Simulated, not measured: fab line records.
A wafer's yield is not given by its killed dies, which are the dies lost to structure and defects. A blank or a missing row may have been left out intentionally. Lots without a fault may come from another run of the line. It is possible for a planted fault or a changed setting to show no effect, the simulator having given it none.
Which of the tools did it? + flow n5_finfet + 9 lots with 27 wafers sampled at 6 steps, on a route of 1938 steps

== WHAT THE GAUGES SHOWED, per wafer ==
N5_SD_EPI_P_CD_MEAS_09 targets a cd of 240 nm. Usual: 240.0 nm for cd_nm, sd 0.96.
| lot  | measured    | on        | cd_nm (nm)        | flag |
|------|-------------|-----------|-------------------|------|
| L313 | day 4 05:29 | cd_sem-01 | 239.7 240.2 239.9 |      |
| L314 | day 4 12:09 | cd_sem-01 | 241.6 241.4 241.4 |      |
| L316 | day 5 01:11 | cd_sem-02 | 241.5 241.4 241.7 |      |
| L318 | day 5 17:40 | cd_sem-02 | 241.2 241.4 241.3 |      |
| L320 | day 6 05:23 | cd_sem-03 | 238.8 238.7 238.3 |      |
| L322 | day 6 13:57 | cd_sem-02 | 239.0 238.5 239.4 |      |
| L324 | day 7 00:14 | cd_sem-01 | 239.1 237.6 237.3 |      |
| L330 | day 8 14:50 | cd_sem-01 | 240.2 239.7 240.2 |      |
| L332 | day 9 05:51 | cd_sem-03 | 241.9 241.3 241.0 |      |

N5_SD_ACTIVATION_RS_MEAS_03: measurement is done with a four-point probe. Usual: RS_SD_N 22.0 ohm/sq, standard deviation 0.31; RS_SD_P 56.5 ohm/sq, standard deviation 0.82.
| lot  | measured    | on            | RS_SD_N (ohm/sq) | RS_SD_P (ohm/sq) | flag |
|------|-------------|---------------|------------------|------------------|------|
| L313 | day 4 10:34 | film_metro-01 | 22.3 21.7 21.7   | 56.0 55.9 55.7   |      |
| L314 | day 4 17:31 | film_metro-02 | 22.6 22.6 23.0   | 56.7 57.1 57.3   |      |
| L316 | day 5 05:26 | film_metro-01 | 21.5 21.8 21.7   | 56.6 56.4 56.4   |      |
| L318 | day 6 00:15 | film_metro-01 | 22.2 22.5 22.3   | 57.2 56.8 57.6   |      |
| L320 | day 6 11:04 | film_metro-02 | 20.9 21.3 21.1   | 56.6 56.8 55.9   |      |
| L322 | day 6 20:17 | film_metro-01 | 21.0 21.4 21.3   | 56.0 55.0 55.3   |      |
| L324 | day 7 06:44 | film_metro-01 | 22.0 21.9 22.0   | 55.9 56.6 56.8   |      |
| L330 | day 8 20:20 | film_metro-02 | 22.0 22.0 21.9   | 56.6 55.8 55.5   |      |
| L332 | day 9 10:19 | film_metro-01 | 22.1 21.7 22.2   | 56.5 56.3 56.0   |      |

N5_BEOL_M4_RC_MEAS_101. Usual: DIBL_N 36.3 mV/V, standard deviation 1.2; DIBL_P 36.7 mV/V, standard deviation 1.5; IOFF_N 0.164 nA/um, standard deviation 0.02; IOFF_P 0.214 nA/um, standard deviation 0.024; ION_N 673 uA/um, standard deviation 8.5; ION_P 461 uA/um, standard deviation 5.9; RS_SD_N 28.5 ohm/sq, standard deviation 0.36; SS_N 71.6 mV/dec, standard deviation 0.44; SS_P 73.3 mV/dec, standard deviation 0.55; VT_N 249.4 mV, standard deviation 2.4; VT_P -250.0 mV, standard deviation 2.3.
| lot  | measured     | on        | DIBL_N (mV/V)  | DIBL_P (mV/V)  | IOFF_N (nA/um)    | IOFF_P (nA/um)    | ION_N (uA/um) | ION_P (uA/um) | RS_SD_N (ohm/sq) | SS_N (mV/dec)  | SS_P (mV/dec)  | VT_N (mV)         | VT_P (mV)            | flag |
|------|--------------|-----------|----------------|----------------|-------------------|-------------------|---------------|---------------|------------------|----------------|----------------|-------------------|----------------------|------|
| L313 | day 8 20:59  | prober-01 | 36.0 36.0 36.9 | 36.0 35.6 37.8 | 0.149 0.144 0.173 | 0.187 0.178 0.210 | 658 661 673   | 446 452 458   | 28.9 28.4 28.2   | 71.7 71.4 72.4 | 73.1 73.0 73.6 | 253.4 253.4 250.8 | -250.9 -251.6 -251.3 |      |
| L314 | day 9 13:40  | prober-01 | 37.4 37.9 36.1 | 37.3 38.3 36.5 | 0.179 0.193 0.152 | 0.263 0.274 0.238 | 691 672 689   | 480 466 474   | 29.4 28.9 29.6   | 71.8 72.1 71.8 | 73.7 74.0 73.6 | 247.9 243.3 246.9 | -244.0 -242.7 -246.4 |      |
| L316 | day 10 09:23 | prober-02 | 34.4 36.3 35.7 | 35.5 37.5 36.6 | 0.140 0.174 0.159 | 0.198 0.229 0.215 | 668 675 668   | 457 464 458   | 28.1 28.5 28.1   | 71.3 71.7 71.5 | 72.5 73.4 73.4 | 252.3 248.8 250.5 | -248.4 -248.3 -249.8 |      |
| L318 | day 10 16:14 | prober-01 | 36.3 36.8 36.5 | 37.8 38.2 37.6 | 0.171 0.169 0.159 | 0.235 0.243 0.227 | 689 678 676   | 472 466 464   | 28.8 29.0 28.9   | 71.7 71.7 71.7 | 73.8 72.6 73.7 | 245.1 248.6 250.6 | -249.2 -249.1 -249.4 |      |
| L320 | day 10 17:22 | prober-02 | 38.6 36.9 36.0 | 39.1 37.5 35.4 | 0.218 0.173 0.152 | 0.266 0.242 0.201 | 694 675 669   | 470 459 456   | 27.0 27.8 27.7   | 72.3 72.3 71.6 | 74.8 74.5 73.4 | 247.0 250.7 251.7 | -248.6 -247.8 -251.3 |      |
| L322 | day 11 14:11 | prober-02 | 36.6 38.0 38.3 | 37.6 39.0 39.6 | 0.161 0.178 0.189 | 0.190 0.217 0.213 | 663 673 661   | 452 462 452   | 27.6 27.8 27.8   | 71.1 71.5 72.3 | 73.3 73.3 73.2 | 250.7 249.6 244.9 | -252.2 -253.4 -249.8 |      |
| L324 | day 11 19:55 | prober-02 | 36.7 35.7 34.9 | 37.1 36.7 35.7 | 0.162 0.147 0.131 | 0.224 0.218 0.195 | 672 673 666   | 470 466 462   | 29.0 28.8 28.5   | 71.6 71.1 71.6 | 73.3 73.3 73.3 | 249.7 252.8 253.9 | -247.1 -246.9 -247.2 |      |
| L330 | day 13 12:11 | prober-01 | 36.0 37.5 36.9 | 36.4 38.9 38.2 | 0.163 0.194 0.180 | 0.219 0.256 0.244 | 675 671 674   | 461 460 465   | 28.4 28.6 28.4   | 71.3 71.9 71.4 | 73.2 73.7 73.9 | 246.9 245.0 247.3 | -248.3 -248.7 -248.9 |      |
| L332 | day 13 19:11 | prober-02 | 36.3 36.1 38.6 | 38.1 38.3 40.1 | 0.159 0.160 0.200 | 0.214 0.214 0.258 | 680 672 682   | 465 465 469   | 28.4 28.1 28.6   | 71.2 71.2 72.3 | 73.8 73.3 74.7 | 251.0 251.5 247.2 | -251.5 -250.7 -249.7 |      |

== WHAT TOOL EACH LOT RAN ON (gives the tool, then ch and the chambers of the sampled wafers, and finally the start) ==
| lot  | N5_SD_EPI_P_ETCH_37               | N5_SD_ACTIVATION_LSA_01           | N5_ILD0_CMP_07               |
|------|-----------------------------------|-----------------------------------|------------------------------|
| L313 | rie_diel-06 ch 0,1,3, day 4 05:40 | laser_anneal-01 ch 0, day 4 10:22 | cmp-01 ch 1,2,3, day 4 14:10 |
| L314 | rie_diel-05 ch 0,2, day 4 12:35   | laser_anneal-02 ch 0, day 4 17:20 | cmp-01 ch 0,1,2, day 4 21:31 |
| L316 | rie_diel-02 ch 0,1,3, day 5 01:22 | laser_anneal-02 ch 0, day 5 05:15 | cmp-04 ch 0,1,3, day 5 08:46 |
| L318 | rie_diel-05 ch 2,3, day 5 18:11   | laser_anneal-02 ch 0, day 6 00:03 | cmp-03 ch 1,2,3, day 6 03:23 |
| L320 | rie_diel-02 ch 1,2,3, day 6 05:34 | laser_anneal-02 ch 0, day 6 10:53 | cmp-01 ch 0,2,3, day 6 14:09 |
| L322 | rie_diel-05 ch 1,2,3, day 6 14:08 | laser_anneal-02 ch 0, day 6 20:05 | cmp-01 ch 0,1,3, day 7 00:13 |
| L324 | rie_diel-06 ch 0,1,3, day 7 00:37 | laser_anneal-01 ch 0, day 7 06:31 | cmp-01 ch 0,1,2, day 7 09:46 |
| L330 | rie_diel-06 ch 0,1,2, day 8 15:23 | laser_anneal-01 ch 0, day 8 20:08 | cmp-01 ch 1,3, day 8 23:43   |
| L332 | rie_diel-05 ch 0,1,2, day 9 06:02 | laser_anneal-01 ch 0, day 9 10:07 | cmp-03 ch 0,1,2, day 9 13:22 |
- N5_SD_EPI_P_ETCH_37: etches SOC in N2/H2, overetch 108 nm, time 486 s.
- N5_SD_ACTIVATION_LSA_01: time 0.0008 s.
- N5_ILD0_CMP_07: polishes SiO2 flowable, stops on poly-Si, t overpolish 1.18 s, target thk 138.88 nm.

== AS READ BY THE TOOLS THEMSELVES (means over the sampled wafers that have a number; for cases with no such wafer, the mark the record gives instead) ==
N5_SD_EPI_P_ETCH_37. Usual: drypump_motor_current_A 5.8 A, standard deviation 0.5; oes_product_au 0.71 a.u., standard deviation 0.069; rf_vpp_V 240.8 V, standard deviation 1.3; showerhead_plenum_p_Torr 2.54 Torr, standard deviation 0.091; throttle_valve_pct 23.9 %, standard deviation 0.31.
| lot  | tool        | drypump_motor_current_A (A) | oes_product_au (a.u.) | rf_vpp_V (V) | showerhead_plenum_p_Torr (Torr) | throttle_valve_pct (%) | flag |
|------|-------------|-----------------------------|-----------------------|--------------|---------------------------------|------------------------|------|
| L313 | rie_diel-06 | 5.9                         | 0.76                  | 240.6        | 2.51                            | 23.7                   |      |
| L314 | rie_diel-05 | 5.5                         | 0.67                  | 240.1        | 2.53                            | 24.2                   |      |
| L316 | rie_diel-02 | 5.7                         | 0.65                  | 240.8        | 2.55                            | 24.1                   |      |
| L318 | rie_diel-05 | 5.5                         | 0.66                  | 240.0        | 2.49                            | 24.3                   |      |
| L320 | rie_diel-02 | 5.8                         | 0.68                  | 241.9        | 2.58                            | 23.8                   |      |
| L322 | rie_diel-05 | 5.7                         | 0.66                  | 240.9        | 2.53                            | 24.3                   |      |
| L324 | rie_diel-06 | 5.9                         | 0.74                  | 240.4        | 2.50                            | 23.8                   |      |
| L330 | rie_diel-06 | 5.9                         | 0.71                  | 241.0        | 2.51                            | 23.7                   |      |
| L332 | rie_diel-05 | 5.6                         | 0.72                  | 240.6        | 2.55                            | 24.1                   |      |

N5_SD_ACTIVATION_LSA_01. Usual: 1085.7 for wafer_temp_C_max, sd 1.1.
| lot  | tool            | wafer_temp_C_max | flag |
|------|-----------------|------------------|------|
| L313 | laser_anneal-01 | 1086.3           |      |
| L314 | laser_anneal-02 | 1087.8           |      |
| L316 | laser_anneal-02 | 1085.6           |      |
| L318 | laser_anneal-02 | 1086.1           |      |
| L320 | laser_anneal-02 | 1093.5           | OFF  |
| L322 | laser_anneal-02 | 1093.2           | OFF  |
| L324 | laser_anneal-01 | 1085.6           |      |
| L330 | laser_anneal-01 | 1086.6           |      |
| L332 | laser_anneal-01 | 1086.2           |      |

N5_ILD0_CMP_07. Usual: head_pressure_psi 4.150 psi, standard deviation 0.0097; motor_current_A 12.7 A, standard deviation 1.3.
| lot  | tool   | head_pressure_psi (psi) | motor_current_A (A) | flag |
|------|--------|-------------------------|---------------------|------|
| L313 | cmp-01 | 4.159                   | 13.7                |      |
| L314 | cmp-01 | 4.147                   | 13.8                |      |
| L316 | cmp-04 | 4.153                   | 12.6                |      |
| L318 | cmp-03 | 4.140                   | 12.2                |      |
| L320 | cmp-01 | 4.152                   | 13.2                |      |
| L322 | cmp-01 | 4.154                   | 13.0                |      |
| L324 | cmp-01 | 4.142                   | 13.6                |      |
| L330 | cmp-01 | 4.140                   | 13.4                |      |
| L332 | cmp-03 | 4.147                   | 11.6                |      |

== THE ANSWER, worked out from the rows above alone ==
Rule: lot off if the mean of its wafers having a number is beyond 3 standard deviations from the usual mean. Also off: a lot with no number at a reading for which 4 or more lots have one. Where the step has rows for the other lots, those lots are counted as sound. After the gauges, taken in route order, come the tools' own readings; for these a lot's mean is taken, as printed above. The first step at which some lot is off is used, and at that step the reading that is off furthest; a lot without a number counts as furthest.
Off at N5_SD_ACTIVATION_LSA_01 (wafer_temp_C_max): L320, L322.
If a tool, at that step or one of the process steps before it, ran each lot that is off and ran no sound lot following the first of them, it fits. One candidate fits, namely laser_anneal-02 at N5_SD_ACTIVATION_LSA_01. A fault onset in the window from L318 (day 6 00:03, its last sound lot) to L320 (day 6 10:53, its first lot off) fits.
On the lots that are off, the tool's own readings at N5_SD_ACTIVATION_LSA_01 differ by more than 5 times the standard deviation of the sound lots' means, which bears it out; wafer_temp_C_max reads 1093.3 there versus 1086.3 on the sound lots.

== WHAT WAS PUT IN BY THE SIMULATOR ==
Process parameters drifting: laser_anneal-02 at N5_SD_ACTIVATION_LSA_01, beginning at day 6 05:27. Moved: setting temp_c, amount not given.
Struck lots among those shown: L320, L322. The same result came from the rule above.
